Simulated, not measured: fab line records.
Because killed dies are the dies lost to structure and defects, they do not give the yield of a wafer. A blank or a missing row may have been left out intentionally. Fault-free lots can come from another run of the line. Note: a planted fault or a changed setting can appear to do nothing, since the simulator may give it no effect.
Check for tools in common    flow nand harc    Lots sampled 2, wafers sampled 4

## REASON IT WAS OPENED
Flagged at NHARC_END_SORT_01: reading killed at array, on 2 of 2 lots. Wafers without a fault read 28, standard deviation 8.6.
Rule: a lot is flagged in two cases, either no wafer of it has a number, or all its wafers with numbers fall more than 4 standard deviations from that mean. As for the other lots, they are considered sound.

lot   measured      on         killed at array, wafer by wafer  flag
L800  day 21 13:43  prober-01  647 653                          FLAGGED
L802  day 22 05:23  prober-01  655 632                          FLAGGED
The mean of the flagged lots' numbers is 647, +619 from the usual (+72 standard deviations).

## WHICH TOOL RAN EACH LOT
The record holds 3 process steps before the reading, out of a route of 1159 steps. Each cell gives the tool, then ch followed by the chambers the sampled wafers passed through, then the start.
lot   flag     NHARC_A_CHANNEL_HOLE_D1_ETCH_34              NHARC_A_CHANNEL_HOLE_D1_ETCH_25   NHARC_A_CHANNEL_HOLE_D1_ETCH_44
L800  FLAGGED  rie diel-10 ch 1,2, day 10 16:38 or earlier  har etch-02 ch 0,1, day 10 16:38  rie diel-10 ch 2, day 10 18:49
L802  FLAGGED  rie diel-10 ch 2,3, day 11 21:20 or earlier  har etch-01 ch 0, day 11 21:20    rie diel-10 ch 1,3, day 11 23:10
What the steps here do:
- NHARC_A_CHANNEL_HOLE_D1_ETCH_34: etches the open film in CF4/CHF3, target depth 154 nm, time 77 s.
- NHARC_A_CHANNEL_HOLE_D1_ETCH_25: etches the open film in C4F8/O2/Ar, time 1040.2 s, target depth 1500 nm.
- NHARC_A_CHANNEL_HOLE_D1_ETCH_44: etches the open film in CF4/O2, target depth 140 nm, overetch 14 nm, time 77 s.
- NHARC_END_SORT_01

## FLAGGED OVER TOTAL, TOOL BY TOOL (the gauges that took the reading come last)
step                             tool         lots run  flagged  share of the flagged lots  sound lots run after its first flagged lot
NHARC_A_CHANNEL_HOLE_D1_ETCH_34  rie diel-10  2         2        all                        0
NHARC_A_CHANNEL_HOLE_D1_ETCH_25  har etch-01  1         1        some                       0
NHARC_A_CHANNEL_HOLE_D1_ETCH_25  har etch-02  1         1        some                       0
NHARC_A_CHANNEL_HOLE_D1_ETCH_44  rie diel-10  2         2        all                        0
NHARC_END_SORT_01                prober-01    2         2        all                        0
NHARC_A_CHANNEL_HOLE_D1_ETCH_34 gives no start for some lots, so the hours and the order of its lots are those of NHARC_A_CHANNEL_HOLE_D1_ETCH_25.

## WHAT THE TABLE ALLOWS
rie diel-10 at NHARC_A_CHANNEL_HOLE_D1_ETCH_34, rie diel-10 at NHARC_A_CHANNEL_HOLE_D1_ETCH_44 and prober-01 at NHARC_END_SORT_01: these 3 rows of the table ran every flagged lot.
- rie diel-10 at NHARC_A_CHANNEL_HOLE_D1_ETCH_34 ran 2 lots, 2 of them flagged. Because this sample shows no sound lot run on it before its first flagged lot, the start cannot be pinned down more closely.
- rie diel-10 at NHARC_A_CHANNEL_HOLE_D1_ETCH_44 ran 2 lots, 2 of them flagged. Because this sample shows no sound lot run on it before its first flagged lot, the start cannot be pinned down more closely. Its own readings (run length s) fall more than 4 standard deviations out on all wafers of the flagged lots.
- prober-01 at NHARC_END_SORT_01 ran 2 lots, 2 of them flagged. Because this sample shows no sound lot run on it before its first flagged lot, the start cannot be pinned down more closely.
These 2 tools cannot be told apart by counting lots, since each of them fits a fault that started at some hour. More lots, or a look at what each step does to the wafer, might.

## WHAT THE SIMULATOR PUT IN
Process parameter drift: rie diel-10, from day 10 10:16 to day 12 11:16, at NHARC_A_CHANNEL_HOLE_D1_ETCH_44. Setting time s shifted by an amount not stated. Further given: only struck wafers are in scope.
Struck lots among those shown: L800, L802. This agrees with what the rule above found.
